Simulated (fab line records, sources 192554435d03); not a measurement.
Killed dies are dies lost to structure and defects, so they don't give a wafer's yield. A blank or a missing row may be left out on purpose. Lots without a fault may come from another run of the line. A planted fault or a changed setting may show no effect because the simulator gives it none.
Which tool did it? | flow n5_finfet | 10 lots, 30 wafers sampled, at 5 steps of a route of 1938

WHAT THE GAUGES READ, wafer by wafer
N5_BEOL_M0_SAQP_CD_MEAS_29: target cd 14.4 nm. Usual: cd_nm 15.01 nm, standard deviation 0.23.
lot  | measured     | on        | cd_nm (nm)        | flag
L222 | day 5 19:54  | cd_sem-01 | 15.21 14.79 15.24 |
L224 | day 6 06:35  | cd_sem-01 | 15.07 14.93 14.69 |
L225 | day 6 10:25  | cd_sem-03 | 15.32 14.82 14.79 |
L228 | day 7 01:44  | cd_sem-02 | 15.24 15.08 15.13 |
L232 | day 8 06:13  | cd_sem-03 | 14.81 15.04 15.36 |
L236 | day 9 04:35  | cd_sem-01 | 15.02 15.18 15.34 |
L238 | day 9 13:32  | cd_sem-02 | 14.77 15.02 14.59 |
L242 | day 10 13:59 | cd_sem-01 | 15.48 14.78 14.75 |
L243 | day 10 18:34 | cd_sem-02 | 15.07 14.94 15.04 |
L245 | day 11 06:40 | cd_sem-01 | 15.04 14.71 14.81 |

N5_BEOL_M0_CUTY_OVL_MEAS_58. Usual: M0_ABLK_OVL 0.4 nm, standard deviation 0.79.
lot  | measured     | on         | M0_ABLK_OVL (nm) | flag
L222 | day 5 21:46  | overlay-02 | 1.7 1.5 1.3      |
L224 | day 6 08:21  | overlay-02 | 0.5 0.4 1.5      |
L225 | day 6 12:38  | overlay-02 | -0.5 -0.2 -0.3   |
L228 | day 7 03:37  | overlay-02 | 0.9 0.0 0.6      |
L232 | day 8 08:49  | overlay-02 | 1.2 1.2 0.9      |
L236 | day 9 06:21  | overlay-02 | -0.5 0.0 -0.6    |
L238 | day 9 15:31  | overlay-02 | 1.1 1.4 1.1      |
L242 | day 10 15:53 | overlay-01 | -0.9 -0.6 -0.1   |
L243 | day 10 20:30 | overlay-01 | 2.1 0.7 0.8      |
L245 | day 11 08:58 | overlay-01 | 0.4 -0.2 -0.1    |

N5_BEOL_M4_RC_MEAS_101. Usual: DIBL_N 35.9 mV/V, standard deviation 1.3; DIBL_P 35.9 mV/V, standard deviation 1.5; IOFF_N 0.152 nA/um, standard deviation 0.023; IOFF_P 0.204 nA/um, standard deviation 0.027; ION_N 673 uA/um, standard deviation 9.2; ION_P 462 uA/um, standard deviation 6.7; SS_N 71.4 mV/dec, standard deviation 0.48; SS_P 73.2 mV/dec, standard deviation 0.55; VT_N 250.3 mV, standard deviation 2.6; VT_P -250.6 mV, standard deviation 3.
lot  | measured     | on        | DIBL_N (mV/V)  | DIBL_P (mV/V)  | IOFF_N (nA/um)    | IOFF_P (nA/um)    | ION_N (uA/um) | ION_P (uA/um) | SS_N (mV/dec)  | SS_P (mV/dec)  | VT_N (mV)         | VT_P (mV)            | flag
L222 | day 8 12:53  | prober-02 | 35.2 37.0 37.2 | 35.1 38.1 37.3 | 0.120 0.155 0.149 | 0.163 0.207 0.193 | 662 671 659   | 455 468 450   | 70.9 71.2 71.6 | 72.3 72.6 73.2 | 255.4 251.9 250.1 | -253.8 -251.8 -251.3 |
L224 | day 8 20:23  | prober-02 | 33.8 33.5 33.9 | 34.7 34.5 35.1 | 0.143 0.133 0.139 | 0.199 0.186 0.199 | 667 672 663   | 461 464 464   | 71.0 71.5 70.9 | 72.4 72.5 72.8 | 250.9 250.1 250.9 | -250.0 -250.8 -250.2 |
L225 | day 9 18:23  | prober-02 | 36.5 35.0 36.1 | 37.3 36.3 37.1 | 0.167 0.150 0.163 | 0.198 0.182 0.197 | 677 679 680   | 461 452 462   | 70.8 71.0 71.5 | 74.3 73.0 73.2 | 249.8 252.0 248.3 | -253.7 -254.3 -251.2 |
L228 | day 10 14:52 | prober-02 | 36.6 37.2 36.1 | 35.2 36.9 34.5 | 0.144 0.167 0.141 | 0.217 0.244 0.198 | 665 671 659   | 462 464 449   | 71.6 72.1 71.9 | 73.5 74.2 72.5 | 252.7 248.3 253.3 | -248.6 -249.5 -251.8 |
L232 | day 11 07:58 | prober-02 | 38.2 37.6 36.9 | 38.8 37.3 36.6 | 0.225 0.206 0.182 | 0.247 0.217 0.209 | 690 678 682   | 467 458 458   | 71.5 71.8 71.3 | 74.1 73.2 72.6 | 242.7 244.2 246.1 | -248.1 -253.5 -251.4 |
L236 | day 12 07:56 | prober-01 | 33.9 34.1 33.2 | 35.3 36.2 34.6 | 0.152 0.156 0.136 | 0.208 0.231 0.201 | 688 682 681   | 474 474 471   | 71.3 71.0 70.4 | 72.8 73.3 72.7 | 248.7 250.0 250.0 | -248.8 -245.6 -249.4 |
L238 | day 12 12:38 | prober-02 | 33.7 37.4 35.2 | 32.6 37.8 34.0 | 0.112 0.179 0.140 | 0.168 0.235 0.181 | 658 677 664   | 463 469 458   | 71.3 71.4 71.7 | 72.2 74.2 72.9 | 254.1 249.8 250.1 | -251.2 -248.6 -250.5 |
L242 | day 13 17:28 | prober-02 | 36.1 36.2 35.4 | 36.0 36.6 35.8 | 0.162 0.164 0.149 | 0.183 0.187 0.176 | 675 668 669   | 454 455 452   | 71.9 72.0 71.4 | 73.0 73.8 73.1 | 250.0 248.5 250.2 | -253.1 -255.2 -256.0 |
L243 | day 14 01:35 | prober-02 | 35.1 35.0 35.1 | 35.8 36.8 36.6 | 0.128 0.132 0.138 | 0.167 0.175 0.171 | 669 668 672   | 455 454 456   | 71.1 71.7 71.8 | 73.3 73.4 73.2 | 255.3 253.2 252.9 | -254.2 -253.3 -257.5 |
L245 | day 14 22:47 | prober-02 | 35.3 35.2 35.9 | 34.3 34.4 35.3 | 0.134 0.130 0.146 | 0.219 0.216 0.240 | 657 667 678   | 466 471 477   | 71.6 71.4 71.1 | 73.2 72.1 73.7 | 252.8 249.9 251.0 | -247.0 -247.9 -244.7 |

WHICH TOOL RAN EACH LOT (tool, then ch and the chambers of the sampled wafers, then the start)
lot  | N5_BEOL_M0_SAQP_MANDREL2_REMOVE_110 | N5_BEOL_M0_SAQP_ALD_48
L222 | rie_si-04 ch 1,2,3, day 5 19:47     | ald_sin-04 ch 1,2,3, day 5 20:43
L224 | rie_si-04 ch 0,1,2, day 6 06:28     | ald_sin-01 ch 1,2, day 6 07:18
L225 | rie_si-01 ch 0,1,3, day 6 10:18     | ald_sin-01 ch 1,2, day 6 11:34
L228 | rie_si-04 ch 0,3, day 7 01:38       | ald_sin-01 ch 1,2,3, day 7 02:40
L232 | rie_si-03 ch 0,2, day 8 06:07       | ald_sin-01 ch 0,1,2, day 8 07:44
L236 | rie_si-01 ch 1,2, day 9 04:29       | ald_sin-02 ch 0,3, day 9 05:18
L238 | rie_si-04 ch 0,2,3, day 9 13:26     | ald_sin-04 ch 1,2, day 9 14:29
L242 | rie_si-04 ch 0,1,2, day 10 13:53    | ald_sin-02 ch 0,3, day 10 14:42
L243 | rie_si-01 ch 0,2,3, day 10 18:27    | ald_sin-02 ch 0,3, day 10 19:33
L245 | rie_si-01 ch 1,3, day 11 06:33      | ald_sin-01 ch 0,2,3, day 11 07:55
- N5_BEOL_M0_SAQP_MANDREL2_REMOVE_110: chemistry HBr/Cl2/O2, target a-Si, stops on SiCN, bt time 10 s.
- N5_BEOL_M0_SAQP_ALD_48: deposits SiO2, target thk 20 nm, pulse time 1 s, co reactant pulse time 1 s.

WHAT THE TOOLS THEMSELVES READ (means of the sampled wafers that have a number; where no wafer has one, the mark that the record gives instead)
N5_BEOL_M0_SAQP_MANDREL2_REMOVE_110. Usual: drypump_motor_current_A 5.5 A, standard deviation 0.59; oes_product_au 1.000 a.u., standard deviation 0.018; throttle_valve_pct 36.7 %, standard deviation 0.32.
lot  | tool      | drypump_motor_current_A (A) | oes_product_au (a.u.) | throttle_valve_pct (%) | flag
L222 | rie_si-04 | 5.6                         | 1.009                 | 36.7                   |
L224 | rie_si-04 | 6.0                         | 1.010                 | 36.6                   |
L225 | rie_si-01 | 5.2                         | 0.979                 | 37.0                   |
L228 | rie_si-04 | 5.5                         | 0.987                 | 36.4                   |
L232 | rie_si-03 | 5.8                         | 1.013                 | 36.8                   |
L236 | rie_si-01 | 5.3                         | 0.993                 | 36.7                   |
L238 | rie_si-04 | 5.5                         | 1.000                 | 36.5                   |
L242 | rie_si-04 | 6.0                         | 1.018                 | 36.6                   |
L243 | rie_si-01 | 5.0                         | 0.998                 | 37.1                   |
L245 | rie_si-01 | 5.1                         | 0.996                 | 37.0                   |

N5_BEOL_M0_SAQP_ALD_48. Usual: heater_power_w 80 W, standard deviation 8.2; precursor_pulse_height_rel 1.001, standard deviation 0.022.
lot  | tool       | heater_power_w (W) | precursor_pulse_height_rel | flag
L222 | ald_sin-04 | 84                 | 1.006                      |
L224 | ald_sin-01 | 77                 | 1.016                      |
L225 | ald_sin-01 | 77                 | 0.993                      |
L228 | ald_sin-01 | 77                 | 1.022                      |
L232 | ald_sin-01 | 76                 | 1.016                      |
L236 | ald_sin-02 | 75                 | 1.000                      |
L238 | ald_sin-04 | 82                 | 1.011                      |
L242 | ald_sin-02 | 76                 | 0.996                      |
L243 | ald_sin-02 | 75                 | 1.007                      |
L245 | ald_sin-01 | 72                 | 1.017                      |

THE ANSWER, worked out from the rows above alone
Rule: a lot is off if the mean of its wafers that have a number lies more than 3 standard deviations from the usual mean. A lot without any number at a reading at which 4 lots or more have one is off too. The other lots that the step has rows for count as sound. The gauges are gone through in route order, then the tools' own readings, and for those a lot's mean is taken as printed above. The first step at which some lot is off is used, and at that step the reading that is off furthest; a lot without a number counts as furthest.
No lot is off at any reading shown: from this, nothing can be told.

WHAT THE SIMULATOR HAD PUT IN
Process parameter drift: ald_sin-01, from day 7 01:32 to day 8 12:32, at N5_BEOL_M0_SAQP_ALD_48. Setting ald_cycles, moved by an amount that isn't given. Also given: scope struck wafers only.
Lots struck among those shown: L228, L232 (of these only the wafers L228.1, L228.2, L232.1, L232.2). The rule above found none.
